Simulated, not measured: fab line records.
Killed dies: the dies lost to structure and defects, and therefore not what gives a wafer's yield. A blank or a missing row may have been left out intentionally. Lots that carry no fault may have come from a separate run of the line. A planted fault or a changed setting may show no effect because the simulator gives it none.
Matching of chambers -- flow n5_finfet -- N5_BEOL_M7_CURE_74 on uv_cure-01: 3 sister chambers
The step cures SiCOH lowk, time 240 s. 3 wafers are shown with their chamber, then 8 later ones without.

== WAFERS, EACH WITH ITS CHAMBER ==
wafer,chamber,lamp_power_pct (%)
L083.5,2,52.26
L087.4,0,52.37
L088.1,1,52.38

== WAFERS WHOSE CHAMBER IS MISSING ==
wafer,lamp_power_pct (%)
L088.3,52.28
L088.5,52.28
L097.2,52.26
L097.4,52.33
L097.6,52.33
L093.1,52.37
L093.2,52.34
L093.4,52.37

== EACH ONE'S CHAMBER ==
wafer,from the rows above,in truth
L088.3,2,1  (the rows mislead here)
L088.5,2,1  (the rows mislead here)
L097.2,2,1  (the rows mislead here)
L097.4,can't be placed: 0 or 1 or 2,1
L097.6,can't be placed: 0 or 1 or 2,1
L093.1,can't be placed: 0 or 1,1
L093.2,can't be placed: 0 or 1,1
L093.4,can't be placed: 0 or 1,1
Placed correctly: 0 of 8. Not placeable from these rows: 5 (in 5, the candidates include the true chamber). Wrongly placed: 3.
How it was worked out, from the rows above alone: a wafer's distance from a chamber is the root of the sum, over the readings, of the square of ((its reading less the chamber's mean) divided by the reading's scatter). If the next closest chamber is less than 2 further off than the closest, the wafer can't be placed; otherwise it belongs to the closest. For every chamber, the mean is computed from those of its wafers that are shown. The scatter: root of mean squared gap, hidden wafer to nearest shown wafer, with one shown wafer a chamber.
